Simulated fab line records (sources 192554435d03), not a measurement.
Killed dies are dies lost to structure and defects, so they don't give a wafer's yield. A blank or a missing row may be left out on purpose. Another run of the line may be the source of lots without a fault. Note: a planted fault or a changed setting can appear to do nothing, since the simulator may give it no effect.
The tool behind it: which one? + flow n5-finfet + 11 lots, 31 wafers sampled, at 5 steps of a route of 1938

## WHAT EACH GAUGE READ, for each wafer
N5_BEOL_M4_RC_MEAS_101.
| lot  | measured     | on        | DIBL_N (mV/V)  |
|------|--------------|-----------|----------------|
| L807 | day 9 17:53  | prober-01 | 36.5 32.5 35.6 |
| L808 | day 11 02:30 | prober-01 | 37.5 38.0 35.9 |
| L809 | day 10 07:59 | prober-02 | 36.1 36.0 37.7 |
| L810 | day 10 23:08 | prober-02 | 36.3 35.5 35.1 |
| L813 | day 11 20:26 | prober-02 | 34.8 35.6 34.6 |
| L815 | day 12 09:15 | prober-01 | 36.8 36.0 36.3 |
| L817 | day 12 12:49 | prober-02 | 33.9 35.7 36.5 |
| L819 | day 13 19:43 | prober-02 | 36.6 35.7 35.0 |
| L820 | day 12 22:57 | prober-01 | 35.4 36.5 36.5 |
| L824 | day 14 15:55 | prober-01 | 38.3 37.8      |
| L825 | day 14 15:12 | prober-02 | 36.4 35.6      |

## EACH LOT AND THE TOOL THAT RAN IT (in order: tool; ch and the chambers of the sampled wafers; start)
| lot  | N5_SD_EPI_P_VAPOR_ETCH_44      | N5_BEOL_M4_SPUTTER_86        | N5_BEOL_M4_SPUTTER_88        | N5_BEOL_M4_ANNEAL_51             |
|------|--------------------------------|------------------------------|------------------------------|----------------------------------|
| L807 | epi-rpcvd-04 ch 0, day 3 08:54 | pvd-sputter-01, day 9 15:41  | pvd-sputter-01, day 9 15:55  | rtp-anneal-01 ch 0, day 9 16:59  |
| L808 | epi-rpcvd-03 ch 0, day 3 12:39 | pvd-sputter-01, day 11 00:02 | pvd-sputter-01, day 11 00:15 | rtp-anneal-01 ch 0, day 11 01:22 |
| L809 | epi-rpcvd-01 ch 0, day 3 20:23 | pvd-sputter-03, day 10 05:46 | pvd-sputter-03, day 10 05:59 | rtp-anneal-02 ch 0, day 10 07:04 |
| L810 | epi-rpcvd-04 ch 0, day 4 01:21 | pvd-sputter-02, day 10 20:55 | pvd-sputter-02, day 10 21:08 | rtp-anneal-02 ch 0, day 10 22:13 |
| L813 | epi-rpcvd-04 ch 0, day 4 20:53 | pvd-sputter-01, day 11 18:14 | pvd-sputter-01, day 11 18:27 | rtp-anneal-02 ch 0, day 11 19:31 |
| L815 | epi-rpcvd-04 ch 0, day 5 14:35 | pvd-sputter-02, day 12 06:44 | pvd-sputter-02, day 12 06:58 | rtp-anneal-02 ch 0, day 12 08:08 |
| L817 | epi-rpcvd-01 ch 0, day 6 00:31 | pvd-sputter-02, day 12 10:32 | pvd-sputter-02, day 12 10:45 | rtp-anneal-02 ch 0, day 12 11:55 |
| L819 | epi-rpcvd-03 ch 0, day 6 09:30 | pvd-sputter-02, day 13 17:10 | pvd-sputter-02, day 13 17:23 | rtp-anneal-01 ch 0, day 13 18:28 |
| L820 | epi-rpcvd-04 ch 0, day 6 15:50 | pvd-sputter-01, day 12 20:44 | pvd-sputter-01, day 12 20:58 | rtp-anneal-02 ch 0, day 12 22:02 |
| L824 | epi-rpcvd-04 ch 0, day 7 13:10 | pvd-sputter-01, day 14 13:10 | pvd-sputter-01, day 14 13:23 | rtp-anneal-01 ch 0, day 14 14:50 |
| L825 | epi-rpcvd-04 ch 0, day 7 19:49 | pvd-sputter-02, day 14 13:00 | pvd-sputter-02, day 14 13:13 | rtp-anneal-01 ch 0, day 14 14:17 |
- N5_SD_EPI_P_VAPOR_ETCH_44: etches SiGe30 in NF3/Ar, time 3.3 s.
- N5_BEOL_M4_SPUTTER_86: material Cu, target thk 4.5 nm, time 8.29 s.
- N5_BEOL_M4_SPUTTER_88: material Cu, target thk 4.5 nm, time 8.29 s.
- N5_BEOL_M4_ANNEAL_51: time 90 s.

## THE ANSWER, worked out from the rows above alone
Rule: the lots themselves supply what counts as usual. Put in order of their means at a reading, lots are off if they are a third of the lots or fewer, leave a main group of 4 or more, and stand apart from it by a gap of 3 or more times the standard deviation of the main group's means; of several such gaps the widest counts. A main group whose means are all the same, to the digits that the tables above print for the reading, isn't used. Also off: a lot with no number at a reading for which 4 or more lots have one. Where the step has rows for the other lots, those lots are counted as sound.
No lot is off at any reading shown: from this, nothing can be told.

## WHAT THE SIMULATOR PUT IN
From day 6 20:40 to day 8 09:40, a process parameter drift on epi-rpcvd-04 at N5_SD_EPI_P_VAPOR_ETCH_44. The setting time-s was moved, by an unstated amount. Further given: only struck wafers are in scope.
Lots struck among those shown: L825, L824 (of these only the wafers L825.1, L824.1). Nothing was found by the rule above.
